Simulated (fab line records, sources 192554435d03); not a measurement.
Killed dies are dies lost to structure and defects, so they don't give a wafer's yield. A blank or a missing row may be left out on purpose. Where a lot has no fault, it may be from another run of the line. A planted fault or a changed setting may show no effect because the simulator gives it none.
Lot-split experiment	flow n5-finfet	on a route of 1938 steps: 7 lots, 39 wafers read

## THE SPLIT
At N5_ZERO_LAYER_ETCH_18 (etches Si in HBr/Cl2, target depth 120 nm, time 40 s), the setting target-depth-a was moved away from the recipe's 1200 angstrom on 12 of the 39 wafers read, by -49.1% to +25.8%. All remaining wafers had this setting at the recipe value.

The reading is taken at the split's own step.

## THE READING
coat_of_ZERO_LAYER_COAT_05.thk-nm (the simulator's own value, which no gauge read), in nm, at N5_ZERO_LAYER_ETCH_18 (etches Si in HBr/Cl2, target depth 120 nm, time 40 s). The file does not state a usual value for it. The 27 wafers here that ran the recipe average 933.5 nm, standard deviation 3.8 nm.

wafer	tool, chamber at the split	target-depth-a as run, angstrom	against the recipe	coat_of_ZERO_LAYER_COAT_05.thk-nm, nm	against lot-mates on the recipe
L076.3	rie-si-01, 3	1200	recipe	929.4	-
L076.5	rie-si-01, 3	1200	recipe	930.9	-
L076.6	rie-si-01, 0	1200	recipe	930.7	-
L077.1	rie-si-01, 3	733.1	-38.9%	952.6	+15.5
L077.2	rie-si-01, 0	1200	recipe	936	-
L077.3	rie-si-01, 1	1200	recipe	937	-
L077.4	rie-si-01, 2	1200	recipe	938.2	-
L077.5	rie-si-01, 1	733.1	-38.9%	954.7	+17.6
L077.6	rie-si-01, 0	733.1	-38.9%	950.7	+13.6
L083.1	rie-si-06, 3	1200	recipe	934.4	-
L083.2	rie-si-06, 2	1510	+25.8%	922.1	-11.9
L083.3	rie-si-06, 1	1510	+25.8%	925.9	-8.1
L083.4	rie-si-06, 0	1510	+25.8%	922	-12.0
L083.5	rie-si-06, 0	1200	recipe	932.3	-
L083.6	rie-si-06, 3	1200	recipe	935.3	-
L088.1	rie-si-06, 0	1200	recipe	936.4	-
L088.2	rie-si-06, 3	1200	recipe	936.4	-
L088.3	rie-si-06, 2	1200	recipe	935.6	-
L088.4	rie-si-06, 1	1200	recipe	933.8	-
L088.5	rie-si-06, 1	1200	recipe	939.7	-
L088.6	rie-si-06, 2	1200	recipe	936	-
L095.1	rie-si-06, 2	611.3	-49.1%	946.4	+19.4
L095.2	rie-si-06, 0	611.3	-49.1%	945.3	+18.3
L095.3	rie-si-06, 1	611.3	-49.1%	946.2	+19.2
L095.4	rie-si-06, 3	1200	recipe	927.2	-
L095.5	rie-si-06, 1	1200	recipe	926.3	-
L095.6	rie-si-06, 0	1200	recipe	927.4	-
L096.1	rie-si-03, 2	1200	recipe	934.3	-
L096.2	rie-si-03, 0	1200	recipe	934.5	-
L096.3	rie-si-03, 3	1200	recipe	938.4	-
L096.4	rie-si-03, 1	1200	recipe	934.6	-
L096.5	rie-si-03, 2	1200	recipe	936.2	-
L096.6	rie-si-03, 3	1200	recipe	937.7	-
L097.1	rie-si-03, 3	1200	recipe	927.9	-
L097.2	rie-si-03, 2	1395	+16.3%	923.2	-5.3
L097.3	rie-si-03, 1	1200	recipe	928.4	-
L097.4	rie-si-03, 0	1395	+16.3%	920.9	-7.6
L097.5	rie-si-03, 1	1200	recipe	929.2	-
L097.6	rie-si-03, 2	1395	+16.3%	923.4	-5.1

THE FIT
A straight line over all 39 wafers: coat_of_ZERO_LAYER_COAT_05.thk-nm changes by -0.376 nm for each +1% of target-depth-a; r = -0.87; the points scatter about the line by 4.2 nm.
The same after taking each lot's own level away (the mean of its wafers on the recipe; 39 wafers): -0.394 nm for each +1%; r = -0.98; scatter 1.4 nm.
That fit puts the effect of the largest move of target-depth-a on the reading at 19 nm.
Across the lots, their own levels run from 926.97 to 937.07 nm, a range of 2.6 times the standard deviation given above.
Consequently the slope shifts little with the lot-to-lot level, the two slopes agreeing.
Check: for one of the wafers moved furthest among these (-49.1%), held out of the fit, the line's prediction against its lot-mates is +19.3 nm. Against them it came out at +19.4 nm.

## THE WHOLE CHAIN: every reading that the file lists as answering this split, in the file's order
step	what it does	reading	change (the file's fit)	r (the file's)
N5_ZERO_LAYER_ETCH_18	etches Si in HBr/Cl2, target depth 120 nm, time 40 s	etch.depth-nm (the simulator's own value, which no gauge read)	+1.2 nm for each +1% of the setting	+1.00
N5_ZERO_LAYER_ETCH_18	etches Si in HBr/Cl2, target depth 120 nm, time 40 s	ZERO_LAYER.feature-depth-nm (the simulator's own value, which no gauge read)	+1.2 nm for each +1% of the setting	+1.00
N5_ZERO_LAYER_ETCH_18	etches Si in HBr/Cl2, target depth 120 nm, time 40 s	coat_of_ZERO_LAYER_COAT_05.thk-nm (the simulator's own value, which no gauge read)	-0.394 nm for each +1% of the setting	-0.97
N5_ZERO_LAYER_STRIP_24	strips in O2	strip-time-to-endpoint-s	withheld for each +1% of the setting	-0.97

## THE FILE'S OWN FIT
coat_of_ZERO_LAYER_COAT_05.thk-nm changes by -0.394 nm for each +1% of target-depth-a, r = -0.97.
